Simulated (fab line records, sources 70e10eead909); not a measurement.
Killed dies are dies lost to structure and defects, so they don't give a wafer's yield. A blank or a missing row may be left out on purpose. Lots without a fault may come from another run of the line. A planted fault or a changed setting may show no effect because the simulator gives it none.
Which tool did it? | flow nand_harc | 22 lots, 66 wafers sampled, at 6 steps of a route of 1159

WHAT THE GAUGES READ, wafer by wafer
The record holds no reading of a measuring or inspecting step that can be judged against a usual standard deviation.

WHICH TOOL RAN EACH LOT (tool, then ch and the chambers of the sampled wafers, then the start)
lot  | NHARC_A_CONTACT_DEP_24          | NHARC_A_CONTACT_DEP_29          | NHARC_A_CONTACT_ETCH_49                       | NHARC_A_CONTACT_ETCH_122             | NHARC_A_CONTACT_ETCH_90            | NHARC_A_CONTACT_STRIP_55
L074 | pecvd-02 ch 0,1, day 16 12:30   | pecvd-02 ch 0,1, day 16 15:20   | rie_diel-01 ch 0,2,3, day 16 18:40 or earlier | har_cap_etch-02 ch 0,1, day 16 18:40 | rie_diel-13 ch 1,2,3, day 16 19:23 | rie_diel-07 ch 0,2,3, no start
L075 | pecvd-04 ch 0,2, day 16 14:54   | pecvd-02 ch 0,1,2, day 16 18:08 | rie_diel-13 ch 0,2,3, day 16 21:19 or earlier | har_cap_etch-03 ch 0,1, day 16 21:19 | rie_diel-13 ch 0,1,3, day 16 22:00 | rie_diel-13 ch 0,1, no start
L076 | pecvd-02 ch 0,1,2, day 16 20:22 | pecvd-02 ch 0,2, day 16 23:22   | rie_diel-13 ch 0,1,3, day 17 02:47 or earlier | har_cap_etch-02 ch 0,1, day 17 02:47 | rie_diel-13 ch 0,1,2, day 17 03:30 | rie_diel-13 ch 1,2,3, no start
L079 | pecvd-03 ch 1,2, day 16 20:23   | pecvd-03 ch 1,2, day 16 23:27   | rie_diel-13 ch 0,1,3, day 17 03:15 or earlier | har_cap_etch-03 ch 0,1, day 17 03:15 | rie_diel-07 ch 0,2,3, day 17 03:56 | rie_diel-13 ch 2,3, no start
L081 | pecvd-02 ch 0,1, day 17 05:11   | pecvd-03 ch 0,1,2, day 17 11:05 | rie_diel-13 ch 0,1, day 17 14:26 or earlier   | har_cap_etch-03 ch 0,1, day 17 14:26 | rie_diel-07 ch 0,2, day 17 15:09   | rie_diel-13 ch 0,2,3, no start
L077 | pecvd-04 ch 0,2, day 17 09:27   | pecvd-04 ch 0,1, day 17 14:35   | rie_diel-07 ch 0,3, day 17 17:44 or earlier   | har_cap_etch-01 ch 0,1, day 17 17:44 | rie_diel-13 ch 1,3, day 17 18:26   | rie_diel-13 ch 0,1, no start
L080 | pecvd-04 ch 0,2, day 17 13:50   | pecvd-04 ch 1,2, day 17 16:48   | rie_diel-07 ch 0,1,3, day 17 20:05 or earlier | har_cap_etch-01 ch 1, day 17 20:05   | rie_diel-13 ch 0,3, day 17 20:46   | rie_diel-13 ch 0,1,3, no start
L078 | pecvd-03 ch 0,1,2, day 17 14:08 | pecvd-04 ch 0,2, day 17 17:56   | rie_diel-07 ch 0,1,3, day 17 21:13 or earlier | har_cap_etch-02 ch 0,1, day 17 21:13 | rie_diel-13 ch 0,3, day 17 21:55   | rie_diel-01 ch 0,2,3, no start
L082 | pecvd-02 ch 0,1, day 18 13:58   | pecvd-04 ch 0,1, day 18 17:01   | rie_diel-01 ch 0,1,2, day 18 20:10 or earlier | har_cap_etch-02 ch 0,1, day 18 20:10 | rie_diel-07 ch 0,1,2, day 18 20:52 | rie_diel-13 ch 1,3, no start
L084 | pecvd-02 ch 0,1,2, day 18 22:01 | pecvd-04 ch 1,2, day 19 01:20   | rie_diel-13 ch 1,3, day 19 04:29 or earlier   | har_cap_etch-03 ch 0,1, day 19 04:29 | rie_diel-13 ch 0,1,3, day 19 05:11 | rie_diel-07 ch 0,1,3, no start
L086 | pecvd-03 ch 0,1, day 18 23:22   | pecvd-04 ch 1,2, day 19 02:44   | rie_diel-13 ch 0,1,2, day 19 06:05 or earlier | har_cap_etch-02 ch 0,1, day 19 06:05 | rie_diel-01 ch 1,2, day 19 06:46   | rie_diel-13 ch 2,3, no start
L085 | pecvd-03 ch 1,2, day 19 02:25   | pecvd-02 ch 0,2, day 19 05:07   | rie_diel-13 ch 1,2, day 19 08:22 or earlier   | har_cap_etch-01 ch 1, day 19 08:22   | rie_diel-13 ch 0,2, day 19 09:04   | rie_diel-13 ch 1,3, no start
L083 | pecvd-03 ch 0,1,2, day 19 03:40 | pecvd-03 ch 0,1,2, day 19 06:27 | rie_diel-07 ch 0,2, day 19 09:59 or earlier   | har_cap_etch-02 ch 0,1, day 19 09:59 | rie_diel-13 ch 0,2,3, day 19 10:50 | rie_diel-01 ch 0,2,3, no start
L088 | pecvd-03 ch 1,2, day 19 08:07   | pecvd-02 ch 0,1, day 19 10:58   | rie_diel-01 ch 0,1,2, day 19 14:41 or earlier | har_cap_etch-02 ch 0,1, day 19 14:41 | rie_diel-07 ch 1,2,3, day 19 15:32 | rie_diel-07 ch 1,2,3, no start
L087 | pecvd-03 ch 1,2, day 19 15:58   | pecvd-04 ch 0,1, day 19 19:22   | rie_diel-13 ch 1,2,3, day 19 22:38 or earlier | har_cap_etch-02 ch 0,1, day 19 22:38 | rie_diel-01 ch 0,1,3, day 19 23:27 | rie_diel-07 ch 0,1,2, no start
L090 | pecvd-02 ch 0,1,2, day 20 05:08 | pecvd-04 ch 0,1,2, day 20 07:53 | rie_diel-01 ch 0,1,2, day 20 11:19 or earlier | har_cap_etch-01 ch 0,1, day 20 11:19 | rie_diel-01 ch 0,3, day 20 12:04   | rie_diel-07 ch 0,1,2, no start
L092 | pecvd-03 ch 0,1,2, day 20 16:32 | pecvd-02 ch 0,1,2, day 20 19:23 | rie_diel-13 ch 0,3, day 20 22:52 or earlier   | har_cap_etch-03 ch 0,1, day 20 22:52 | rie_diel-07 ch 0,1, day 20 23:32   | rie_diel-07 ch 2,3, no start
L093 | pecvd-02 ch 0,1, day 20 16:37   | pecvd-04 ch 0,2, day 20 20:41   | rie_diel-07 ch 0,1,2, day 21 00:02 or earlier | har_cap_etch-02 ch 0,1, day 21 00:02 | rie_diel-07 ch 0,1,2, day 21 00:44 | rie_diel-13 ch 0,2,3, no start
L091 | pecvd-04 ch 0,1, day 20 21:17   | pecvd-02 ch 0,1, day 21 01:19   | rie_diel-13 ch 0,2,3, day 21 04:46 or earlier | har_cap_etch-03 ch 0,1, day 21 04:46 | rie_diel-13 ch 0,2,3, day 21 05:27 | rie_diel-13 ch 0,1,3, no start
L094 | pecvd-02 ch 0,1,2, day 20 21:55 | pecvd-04 ch 0,1,2, day 21 04:31 | rie_diel-01 ch 0,3, day 21 07:44 or earlier   | har_cap_etch-02 ch 0,1, day 21 07:44 | rie_diel-13 ch 0,1,2, day 21 08:26 | rie_diel-13 ch 0,3, no start
L096 | pecvd-04 ch 0,1, day 22 02:32   | pecvd-03 ch 0,1,2, day 22 05:17 | rie_diel-01 ch 0,2, day 22 08:35 or earlier   | har_cap_etch-02 ch 0,1, day 22 08:35 | rie_diel-13 ch 0,1, day 22 09:15   | rie_diel-13 ch 0,1,3, no start
L097 | pecvd-02 ch 0,1,2, day 22 05:41 | pecvd-04 ch 0,1,2, day 22 09:22 | rie_diel-13 ch 0,1,3, day 22 13:15 or earlier | har_cap_etch-01 ch 0,1, day 22 13:15 | rie_diel-07 ch 0,2,3, day 22 14:05 | rie_diel-13 ch 0,2,3, no start
- NHARC_A_CONTACT_DEP_24: deposits SiO2, target thk 500 nm.
- NHARC_A_CONTACT_DEP_29: deposits SiON, target thk 70 nm.
- NHARC_A_CONTACT_ETCH_49: etches the open film in N2/H2, target depth 260 nm, time 475.3 s.
- NHARC_A_CONTACT_ETCH_122: etches the open film in C4F8/O2/Ar, time 95 s, target depth 930 nm.
- NHARC_A_CONTACT_ETCH_90: etches the open film in CH3F/O2, target depth 40 nm, time 85.7 s.
- NHARC_A_CONTACT_STRIP_55: strips in O2.

WHAT THE TOOLS THEMSELVES READ (means of the sampled wafers that have a number; where no wafer has one, the mark that the record gives instead)
NHARC_A_CONTACT_DEP_24. Usual: heater_power_outer_w 297 W, standard deviation 64; heater_power_w 573 W, standard deviation 86; showerhead_vpp_V 1828 V, standard deviation 150; throttle_valve_pct 16.1 %, standard deviation 0.53.
lot  | tool     | heater_power_outer_w (W) | heater_power_w (W) | showerhead_vpp_V (V) | throttle_valve_pct (%) | flag
L074 | pecvd-02 | 348                      | 650                | 1962                 | 16.2                   |
L075 | pecvd-04 | 216                      | 472                | 1941                 | 16.0                   |
L076 | pecvd-02 | 324                      | 601                | 1819                 | 16.2                   |
L079 | pecvd-03 | 298                      | 570                | 1824                 | 16.0                   |
L081 | pecvd-02 | 361                      | 666                | 1950                 | 16.3                   |
L077 | pecvd-04 | 265                      | 543                | 1950                 | 15.9                   |
L080 | pecvd-04 | 216                      | 484                | 1952                 | 15.8                   |
L078 | pecvd-03 | 279                      | 540                | 1789                 | 16.2                   |
L082 | pecvd-02 | 327                      | 625                | 1968                 | 16.1                   |
L084 | pecvd-02 | 338                      | 622                | 1813                 | 16.1                   |
L086 | pecvd-03 | 283                      | 574                | 1799                 | 16.5                   |
L085 | pecvd-03 | 286                      | 558                | 1748                 | 16.6                   |
L083 | pecvd-03 | 310                      | 593                | 1806                 | 16.3                   |
L088 | pecvd-03 | 291                      | 544                | 1786                 | 16.1                   |
L087 | pecvd-03 | 289                      | 557                | 1798                 | 16.0                   |
L090 | pecvd-02 | 349                      | 628                | 1806                 | 16.2                   |
L092 | pecvd-03 | 289                      | 565                | 1788                 | 16.3                   |
L093 | pecvd-02 | 317                      | 605                | 1855                 | 16.3                   |
L091 | pecvd-04 | 271                      | 547                | 1986                 | 16.2                   |
L094 | pecvd-02 | 330                      | 611                | 1810                 | 16.2                   |
L096 | pecvd-04 | 233                      | 475                | 1896                 | 16.2                   |
L097 | pecvd-02 | 358                      | 650                | 1808                 | 16.2                   |

NHARC_A_CONTACT_DEP_29. Usual: heater_power_outer_w 410 W, standard deviation 53; heater_power_w 724 W, standard deviation 75; showerhead_vpp_V 1164 V, standard deviation 91.
lot  | tool     | heater_power_outer_w (W) | heater_power_w (W) | showerhead_vpp_V (V) | flag
L074 | pecvd-02 | 488                      | 828                | 1141                 |
L075 | pecvd-02 | 460                      | 795                | 1136                 |
L076 | pecvd-02 | 461                      | 785                | 1201                 |
L079 | pecvd-03 | 393                      | 689                | 1079                 |
L081 | pecvd-03 | 378                      | 680                | 1117                 |
L077 | pecvd-04 | 395                      | 712                | 1227                 |
L080 | pecvd-04 | 381                      | 680                | 1154                 |
L078 | pecvd-04 | 402                      | 727                | 1217                 |
L082 | pecvd-04 | 359                      | 640                | 1196                 |
L084 | pecvd-04 | 345                      | 631                | 1155                 |
L086 | pecvd-04 | 355                      | 633                | 1150                 |
L085 | pecvd-02 | 465                      | 775                | 1105                 |
L083 | pecvd-03 | 438                      | 754                | 1129                 |
L088 | pecvd-02 | 468                      | 807                | 1230                 |
L087 | pecvd-04 | 362                      | 642                | 1190                 |
L090 | pecvd-04 | 377                      | 694                | 1201                 |
L092 | pecvd-02 | 439                      | 760                | 1122                 |
L093 | pecvd-04 | 399                      | 742                | 1256                 |
L091 | pecvd-02 | 444                      | 765                | 1223                 |
L094 | pecvd-04 | 356                      | 662                | 1207                 |
L096 | pecvd-03 | 440                      | 751                | 1115                 |
L097 | pecvd-04 | 376                      | 669                | 1187                 |

NHARC_A_CONTACT_ETCH_49. Usual: bias_w 149.9 W, standard deviation 0.42; drypump_motor_current_A 5.7 A, standard deviation 0.41; mfc_ar_sccm 0.008 sccm, standard deviation 0.012; oes_product_au 0.999 a.u., standard deviation 0.011; rf_vpp_V 429.5 V, standard deviation 2.5; showerhead_plenum_p_Torr 2.00 Torr, standard deviation 0.081; throttle_valve_pct 14.171 %, standard deviation 0.0091.
lot  | tool        | bias_w (W) | drypump_motor_current_A (A) | mfc_ar_sccm (sccm) | oes_product_au (a.u.) | rf_vpp_V (V) | showerhead_plenum_p_Torr (Torr) | throttle_valve_pct (%) | flag
L074 | rie_diel-01 | 149.8      | 6.0                         | 0.012              | 1.002                 | 429.1        | 1.99                            | 14.174                 |
L075 | rie_diel-13 | 149.6      | 5.7                         | 0.004              | 1.002                 | 428.5        | 1.99                            | 14.170                 |
L076 | rie_diel-13 | 149.7      | 5.6                         | 0.004              | 1.008                 | 429.6        | 1.99                            | 14.176                 |
L079 | rie_diel-13 | 149.8      | 5.6                         | 0.004              | 1.001                 | 429.7        | 1.99                            | 14.169                 |
L081 | rie_diel-13 | 149.8      | 5.3                         | 0.000              | 0.988                 | 427.7        | 1.93                            | 14.162                 |
L077 | rie_diel-07 | 150.2      | 5.6                         | 0.009              | 1.009                 | 432.7        | 2.11                            | 14.171                 |
L080 | rie_diel-07 | 150.2      | 5.6                         | 0.019              | 0.999                 | 431.3        | 2.06                            | 14.174                 |
L078 | rie_diel-07 | 149.8      | 5.6                         | 0.019              | 1.001                 | 431.3        | 2.06                            | 14.170                 |
L082 | rie_diel-01 | 149.7      | 5.9                         | 0.003              | 0.993                 | 427.7        | 1.96                            | 14.169                 |
L084 | rie_diel-13 | 149.9      | 5.8                         | 0.009              | 1.008                 | 430.6        | 2.04                            | 14.173                 |
L086 | rie_diel-13 | 150.2      | 5.5                         | 0.000              | 0.991                 | 428.4        | 1.94                            | 14.172                 |
L085 | rie_diel-13 | 150.1      | 5.8                         | 0.000              | 1.011                 | 428.0        | 1.95                            | 14.171                 |
L083 | rie_diel-07 | 150.1      | 5.8                         | 0.004              | 0.998                 | 432.7        | 2.08                            | 14.172                 |
L088 | rie_diel-01 | 150.4      | 5.9                         | 0.003              | 0.996                 | 427.4        | 1.96                            | 14.173                 |
L087 | rie_diel-13 | 149.7      | 5.8                         | 0.004              | 1.001                 | 429.2        | 1.99                            | 14.164                 |
L090 | rie_diel-01 | 150.2      | 5.9                         | 0.003              | 1.007                 | 428.0        | 1.96                            | 14.182                 |
L092 | rie_diel-13 | 150.0      | 5.7                         | 0.009              | 1.000                 | 430.4        | 2.03                            | 14.160                 |
L093 | rie_diel-07 | 150.0      | 5.8                         | 0.019              | 1.000                 | 431.1        | 2.07                            | 14.159                 |
L091 | rie_diel-13 | 150.1      | 5.7                         | 0.004              | 1.007                 | 429.5        | 1.98                            | 14.166                 |
L094 | rie_diel-01 | 150.0      | 6.3                         | 0.015              | 0.990                 | 426.9        | 1.91                            | 14.182                 |
L096 | rie_diel-01 | 150.2      | 6.2                         | 0.003              | 1.005                 | 433.0        | 2.12                            | 14.168                 |
L097 | rie_diel-13 | 150.1      | 5.5                         | 0.004              | 1.001                 | 429.6        | 1.98                            | 14.168                 |

NHARC_A_CONTACT_ETCH_90. Usual: bias_w 100.07 W, standard deviation 0.29; drypump_motor_current_A 5.6 A, standard deviation 0.39; mfc_ar_sccm 200.1 sccm, standard deviation 0.55; oes_product_au 0.96 a.u., standard deviation 0.034; rf_vpp_V 243.5 V, standard deviation 1.5; showerhead_plenum_p_Torr 2.41 Torr, standard deviation 0.09; throttle_valve_pct 20.664 %, standard deviation 0.0089.
lot  | tool        | bias_w (W) | drypump_motor_current_A (A) | mfc_ar_sccm (sccm) | oes_product_au (a.u.) | rf_vpp_V (V) | showerhead_plenum_p_Torr (Torr) | throttle_valve_pct (%) | flag
L074 | rie_diel-13 | 100.01     | 5.8                         | 200.2              | 1.00                  | 243.9        | 2.41                            | 20.664                 |
L075 | rie_diel-13 | 100.16     | 5.5                         | 200.8              | 0.95                  | 242.7        | 2.40                            | 20.660                 |
L076 | rie_diel-13 | 100.01     | 5.5                         | 200.2              | 0.93                  | 242.4        | 2.35                            | 20.660                 |
L079 | rie_diel-07 | 100.02     | 5.7                         | 200.3              | 0.93                  | 246.0        | 2.50                            | 20.666                 |
L081 | rie_diel-07 | 99.83      | 5.9                         | 200.9              | 0.93                  | 245.3        | 2.56                            | 20.671                 |
L077 | rie_diel-13 | 100.03     | 5.6                         | 200.3              | 0.99                  | 242.8        | 2.40                            | 20.664                 |
L080 | rie_diel-13 | 100.04     | 5.7                         | 200.2              | 1.00                  | 244.7        | 2.45                            | 20.663                 |
L078 | rie_diel-13 | 100.40     | 5.7                         | 200.4              | 1.00                  | 245.4        | 2.45                            | 20.654                 |
L082 | rie_diel-07 | 100.20     | 5.8                         | 199.2              | 1.00                  | 244.7        | 2.50                            | 20.663                 |
L084 | rie_diel-13 | 100.34     | 5.5                         | 200.4              | 0.92                  | 243.3        | 2.40                            | 20.667                 |
L086 | rie_diel-01 | 99.89      | 5.4                         | 199.9              | 0.92                  | 243.3        | 2.37                            | 20.665                 |
L085 | rie_diel-13 | 100.36     | 5.4                         | 200.0              | 0.93                  | 242.0        | 2.34                            | 20.669                 |
L083 | rie_diel-13 | 100.23     | 5.7                         | 200.1              | 1.00                  | 243.7        | 2.40                            | 20.674                 |
L088 | rie_diel-07 | 99.89      | 5.6                         | 200.5              | 1.00                  | 243.8        | 2.43                            | 20.663                 |
L087 | rie_diel-01 | 100.12     | 5.7                         | 200.1              | 0.93                  | 242.2        | 2.33                            | 20.673                 |
L090 | rie_diel-01 | 100.33     | 5.8                         | 199.2              | 0.93                  | 243.5        | 2.35                            | 20.660                 |
L092 | rie_diel-07 | 99.82      | 5.7                         | 200.0              | 0.99                  | 244.2        | 2.48                            | 20.664                 |
L093 | rie_diel-07 | 100.08     | 5.8                         | 199.9              | 0.92                  | 245.1        | 2.49                            | 20.662                 |
L091 | rie_diel-13 | 100.38     | 5.7                         | 199.8              | 0.93                  | 244.2        | 2.39                            | 20.662                 |
L094 | rie_diel-13 | 99.99      | 5.6                         | 200.1              | 0.98                  | 242.8        | 2.34                            | 20.658                 |
L096 | rie_diel-13 | 100.15     | 5.3                         | 199.7              | 0.97                  | 242.8        | 2.33                            | 20.660                 |
L097 | rie_diel-07 | 100.18     | 5.7                         | 200.4              | 1.00                  | 244.1        | 2.48                            | 20.651                 |

NHARC_A_CONTACT_STRIP_55. Usual: drypump_motor_current_A 5.7 A, standard deviation 0.38; mfc_ar_sccm 0.007 sccm, standard deviation 0.012; oes_product_au 0.999 a.u., standard deviation 0.0093; rf_vpp_V 57.5 V, standard deviation 0.85; showerhead_plenum_p_Torr 3.45 Torr, standard deviation 0.12; throttle_valve_pct 17.035 %, standard deviation 0.0087.
lot  | tool        | drypump_motor_current_A (A) | mfc_ar_sccm (sccm) | oes_product_au (a.u.) | rf_vpp_V (V) | showerhead_plenum_p_Torr (Torr) | throttle_valve_pct (%) | flag
L074 | rie_diel-07 | 5.7                         | 0.004              | 1.016                 | 58.0         | 3.58                            | 17.031                 |
L075 | rie_diel-13 | 5.4                         | 0.000              | 1.005                 | 57.4         | 3.37                            | 17.039                 |
L076 | rie_diel-13 | 5.8                         | 0.004              | 1.005                 | 57.7         | 3.46                            | 17.029                 |
L079 | rie_diel-13 | 6.0                         | 0.009              | 1.001                 | 58.1         | 3.54                            | 17.043                 |
L081 | rie_diel-13 | 5.7                         | 0.004              | 0.999                 | 57.3         | 3.45                            | 17.032                 |
L077 | rie_diel-13 | 5.3                         | 0.000              | 0.994                 | 57.2         | 3.36                            | 17.030                 |
L080 | rie_diel-13 | 5.6                         | 0.004              | 1.001                 | 56.7         | 3.45                            | 17.041                 |
L078 | rie_diel-01 | 6.0                         | 0.012              | 0.999                 | 57.6         | 3.44                            | 17.037                 |
L082 | rie_diel-13 | 5.8                         | 0.009              | 0.996                 | 57.4         | 3.52                            | 17.039                 |
L084 | rie_diel-07 | 5.6                         | 0.019              | 0.998                 | 57.1         | 3.56                            | 17.040                 |
L086 | rie_diel-13 | 6.0                         | 0.009              | 1.006                 | 58.3         | 3.53                            | 17.036                 |
L085 | rie_diel-13 | 5.8                         | 0.009              | 0.992                 | 58.1         | 3.52                            | 17.037                 |
L083 | rie_diel-01 | 6.1                         | 0.012              | 1.003                 | 57.6         | 3.44                            | 17.032                 |
L088 | rie_diel-07 | 5.6                         | 0.015              | 0.997                 | 58.2         | 3.48                            | 17.030                 |
L087 | rie_diel-07 | 5.8                         | 0.019              | 0.998                 | 57.4         | 3.57                            | 17.035                 |
L090 | rie_diel-07 | 5.8                         | 0.019              | 1.001                 | 57.9         | 3.57                            | 17.040                 |
L092 | rie_diel-07 | 5.5                         | 0.000              | 0.990                 | 58.1         | 3.48                            | 17.038                 |
L093 | rie_diel-13 | 5.7                         | 0.004              | 1.002                 | 57.6         | 3.44                            | 17.036                 |
L091 | rie_diel-13 | 5.6                         | 0.004              | 0.995                 | 57.8         | 3.44                            | 17.034                 |
L094 | rie_diel-13 | 5.5                         | 0.004              | 1.001                 | 57.0         | 3.43                            | 17.039                 |
L096 | rie_diel-13 | 5.6                         | 0.004              | 0.999                 | 57.1         | 3.44                            | 17.039                 |
L097 | rie_diel-13 | 5.7                         | 0.004              | 1.003                 | 57.2         | 3.44                            | 17.039                 |

THE ANSWER, worked out from the rows above alone
Rule: a lot is off if the mean of its wafers that have a number lies more than 3 standard deviations from the usual mean. A lot without any number at a reading at which 4 lots or more have one is off too. The other lots that the step has rows for count as sound. The gauges are gone through in route order, then the tools' own readings, and for those a lot's mean is taken as printed above. The first step at which some lot is off is used, and at that step the reading that is off furthest; a lot without a number counts as furthest.
No lot is off at any reading shown: from this, nothing can be told.

WHAT THE SIMULATOR HAD PUT IN
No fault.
